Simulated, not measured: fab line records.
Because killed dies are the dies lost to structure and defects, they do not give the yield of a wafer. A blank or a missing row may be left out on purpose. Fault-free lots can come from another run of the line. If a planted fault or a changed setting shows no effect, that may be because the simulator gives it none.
A struck lot beside a sound one || flow nandHarc || 14 out of 1302 route steps
Sound: these wafers, L359.4, L359.5, L359.6. Struck: wafers L369.2, L369.5. (L369.3 of the same lot was not struck and is left out.) The cause comes at the end.
Per side, at each step with rows, come the tool, then ch with its chambers, and then its first start. Under that, the readings that differ: sound wafers || struck wafers || difference of the means || sigmas: that difference in standard deviations of wafers without a fault.
alike: readings with means less than 2 such deviations apart, plus words and numbers identical on both sides. not compared: withheld readings, readings lacking a value on some wafer, bounds such as >300 that could conceal the same value, and numbers that have no deviation in the record and whose values overlap.
The two part at a step that has a row with sigmas, a row that says differs or no value, or rows on one side only. Non-overlapping numbers with no deviation appear without sigmas and do not part them. Lack of a reading on every wafer of one side parts them only where that side has two or more wafers.

first, 9 steps without rows for these wafers: NHARC_THIN_TSV_PVD_24 (deposits Al, target thk 800 nm); NHARC_THIN_TSV_DEHYDRATE_25 (time 120 s); NHARC_THIN_TSV_HMDS_26 (time 30 s); NHARC_THIN_TSV_COAT_27; NHARC_THIN_TSV_SOFTBAKE_28 (time 95 s); NHARC_THIN_TSV_EBR_29; NHARC_THIN_TSV_EXPOSE_30 (exposes mask PAD); NHARC_THIN_TSV_PEB_31 (peb time 85 s); NHARC_THIN_TSV_DEVELOP_32 (time 70 s).
NHARC_THIN_TSV_CD_MEAS_33: the cd target is 5000 nm.
  sound on cdSem-01 ch 0, day 28 02:56; struck on cdSem-01 ch 0, day 32 17:42
  alike: cdNm
then, 1 step without rows for these wafers: NHARC_THIN_TSV_HARDBAKE_34 (time 80 s).
NHARC_THIN_TSV_DESCUM_35: chemistry O2, time 3 s.
  sound on rieDiel-04 ch 0,2,3, day 28 03:08; struck on rieDiel-01 ch 0,1, day 32 17:52
  alike: drypumpMotorCurrentA, oesProductAu, rfVppV, showerheadPlenumPTorr, throttleValvePct
  not compared: rfHoursCounterH
NHARC_THIN_TSV_ETCH_59: etches the open film in Cl2/BCl3, target depth 880 nm, time 138.1 s.
  sound on rieMetal-03 ch 0,1, day 28 03:20; struck on rieMetal-03 ch 0, day 32 18:02
{"reading": "runLengthS (s)", "sound": "159.8 159.9 159.0", "struck": "145.5 145.2", "difference": -14.2, "sigmas": -32}
  alike: drypumpMotorCurrentA, oesProductAu, throttleValvePct
  not compared: rfHoursCounterH
NHARC_THIN_TSV_ETCH_36: etches the open film in Cl2/BCl3, target depth 65 nm, time 18.571 s.
  sound on rieMetal-03 ch 0,1, day 28 03:29; struck on rieMetal-03 ch 0,1, day 32 18:15
  alike: drypumpMotorCurrentA, oesProductAu, runLengthS
  not compared: rfHoursCounterH

WHERE THEY PART
Only at NHARC_THIN_TSV_ETCH_59, as far as this record shows. Later steps at which nothing parts them and some readings are alike: NHARC_THIN_TSV_ETCH_36.

WHY: what had been put in by the simulator
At NHARC_THIN_TSV_ETCH_59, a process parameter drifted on rieMetal-03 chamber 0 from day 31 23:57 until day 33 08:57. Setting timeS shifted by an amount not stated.
